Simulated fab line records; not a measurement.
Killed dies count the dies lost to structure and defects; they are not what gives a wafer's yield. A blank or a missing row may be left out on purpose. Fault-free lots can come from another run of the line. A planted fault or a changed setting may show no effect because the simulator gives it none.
Split-lot study | flow n5-finfet | 39 wafers read from 7 lots, route of 1938 steps

== THE SPLIT ==
At N5_BEOL_M1_ALD_98 (deposits SiO2, target thk 2.5 nm, pulse time 1 s, co reactant pulse time 1 s), the setting ald-cycles was moved away from the recipe's 17 on 12 of the 39 wafers read, by -52.9% to +47.1%. The other wafers ran this setting at the recipe's value.

== FROM THE SPLIT TO THE READING: what the file shows between them, 4 steps ==
- N5_BEOL_M1_ETCHBACK_99: etches SiO2 in CHF3, target depth 5 nm, time 10.4 s
- N5_BEOL_M1_ETCH_70: etches SOC in N2/H2, target depth 80 nm, overetch 16 nm, time 120 s
- N5_BEOL_M1_STRIP_71: strips in N2/H2
- N5_BEOL_M1_STRIP_78: strips in N2/H2

== THE READING ==
BEOL_M1.cd-nm (the simulator's own value, which no gauge read), in nm, at N5_BEOL_M1_VIA_ETCH_34 (etches the open film in C4F6/O2, target depth 67.8 nm, time 64.4 s). No usual value for it is given in the file. Here, 27 wafers ran the recipe; their average is 18.0 nm with a standard deviation of 0.21 nm.

wafer  | tool, chamber at the split | ald-cycles as run | against the recipe | BEOL_M1.cd-nm, nm | against lot-mates on the recipe
L074.1 | ald-sin-02, 0,2,0          | 17                | recipe             | 17.6              | -
L074.2 | ald-sin-02, 1,3,3          | 8                 | -52.9%             | 20.6              | +2.7
L074.3 | ald-sin-02, 1,3,3          | 8                 | -52.9%             | 20.6              | +2.7
L074.4 | ald-sin-02, 0,2,0          | 17                | recipe             | 18.2              | -
L074.5 | ald-sin-02, 1,3,3          | 8                 | -52.9%             | 20.8              | +2.9
L074.6 | ald-sin-02, 0,2,0          | 17                | recipe             | 18                | -
L077.2 | ald-sin-01, 0,1            | 17                | recipe             | 18                | -
L077.4 | ald-sin-01, 0,1            | 17                | recipe             | 18.2              | -
L077.5 | ald-sin-01, 3              | 17                | recipe             | 17.8              | -
L078.1 | ald-sin-02, 1,3,2,0,3,0    | 17                | recipe             | 17.8              | -
L078.4 | ald-sin-02, 1,3,2,0,3,0    | 17                | recipe             | 17.8              | -
L078.6 | ald-sin-02, 1,3,2,0,3,0    | 17                | recipe             | 17.8              | -
L078.2 | ald-sin-02, 1,3,2,0,3,0    | 17                | recipe             | 17.6              | -
L078.5 | ald-sin-02, 1,3,2,0,3,0    | 17                | recipe             | 17.6              | -
L078.3 | ald-sin-02, 1,3,2,0,3,0    | 17                | recipe             | 18                | -
L081.1 | ald-sin-02, 2,0,1,3,0      | 17                | recipe             | 18.4              | -
L081.2 | ald-sin-02, 3              | 17                | recipe             | 18.2              | -
L081.4 | ald-sin-02, 2,0,1,3,0      | 17                | recipe             | 18.2              | -
L081.6 | ald-sin-02, 2,0,1,3,0      | 17                | recipe             | 18.2              | -
L081.3 | ald-sin-02, 2,0,1,3,0      | 17                | recipe             | 18                | -
L081.5 | ald-sin-02, 2,0,1,3,0      | 17                | recipe             | 18                | -
L087.1 | ald-sin-01, 1,2,0          | 17                | recipe             | 18.2              | -
L087.4 | ald-sin-01, 1,2,0          | 17                | recipe             | 18.2              | -
L087.2 | ald-sin-01, 1,2,0          | 17                | recipe             | 18                | -
L087.3 | ald-sin-01, 3              | 21                | +23.5%             | 17.2              | -0.9
L087.5 | ald-sin-01, 3,2            | 21                | +23.5%             | 17                | -1.1
L087.6 | ald-sin-01, 3,2            | 21                | +23.5%             | 16.8              | -1.3
L091.1 | ald-sin-01, 0,2,1          | 17                | recipe             | 18                | -
L091.3 | ald-sin-01, 0,2,1          | 17                | recipe             | 18                | -
L091.4 | ald-sin-01, 0,2,1          | 17                | recipe             | 18                | -
L091.2 | ald-sin-01, 3,1,0          | 25                | +47.1%             | 15.6              | -2.4
L091.5 | ald-sin-01, 3,1,0          | 25                | +47.1%             | 15.6              | -2.4
L091.6 | ald-sin-01, 3,1,0          | 25                | +47.1%             | 15.6              | -2.4
L095.1 | ald-sin-02, 0,1,3          | 17                | recipe             | 18                | -
L095.2 | ald-sin-02, 0,1,3          | 17                | recipe             | 18.2              | -
L095.6 | ald-sin-02, 0,1,3          | 17                | recipe             | 18.2              | -
L095.3 | ald-sin-02, 3,2,0          | 12                | -29.4%             | 19.6              | +1.5
L095.5 | ald-sin-02, 3,2,0          | 12                | -29.4%             | 19.6              | +1.5
L095.4 | ald-sin-02, 3,2,0          | 12                | -29.4%             | 19.8              | +1.7
Where a row lists several chambers, the file gives one row for several wafers and doesn't say which wafer went through which chamber.

FIT RESULTS
A straight line over all 39 wafers: BEOL_M1.cd-nm changes by -0.0507 nm for each +1% of ald-cycles; r = -0.99; the points scatter about the line by 0.2 nm.
The same after taking each lot's own level away (the mean of its wafers on the recipe; 39 wafers): -0.0512 nm for each +1%; r = -0.99; scatter 0.14 nm.
The reading moves by 2.7 nm for the largest change in ald-cycles, on that fit.
Across the lots, their own levels run from 17.77 to 18.17 nm, a range of 1.9 times the standard deviation given above.
So the lot-to-lot level changes the slope little: the two slopes agree.
Check: +2.73 nm against its lot-mates is what the line predicts for one of the wafers moved furthest among these (-52.9%) when that wafer is left out of the fit. It came out at +2.67 nm against them.

== THE OTHER SPLITS THESE WAFERS WENT THROUGH ==
Other splits were also applied to these wafers ahead of the reading. Each is held against what the fit with the lots' levels taken away leaves over:
other split on the same wafers  | wafers away from the commonest value | r with BEOL_M1.cd-nm (lot level and that fit taken away)
N5_FIN_SAQP_HM_DEP_03 time-s    | 9                                    | +0.12
N5_HKMG_FIN_ETCH_55 time-s      | 12                                   | -0.08
N5_BEOL_M0_SAQP_PECVD_04 time-s | 15                                   | -0.29

== THE WHOLE CHAIN: every reading that the file lists as answering this split, in the file's order ==
step                   | what it does                                                                 | reading                                                                        | change (the file's fit)                | r (the file's)
N5_BEOL_M1_ALD_98      | deposits SiO2, target thk 2.5 nm, pulse time 1 s, co reactant pulse time 1 s | SiO2_of_BEOL_M1_ALD_98.thk-nm (the simulator's own value, which no gauge read) | +0.0247 nm for each +1% of the setting | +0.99
N5_BEOL_M1_VIA_ETCH_34 | etches the open film in C4F6/O2, target depth 67.8 nm, time 64.4 s           | BEOL_M1.cd-nm (the simulator's own value, which no gauge read)                 | -0.0512 nm for each +1% of the setting | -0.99

== FILE'S OWN FIT ==
BEOL_M1.cd-nm changes by -0.0512 nm for each +1% of ald-cycles, r = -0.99.
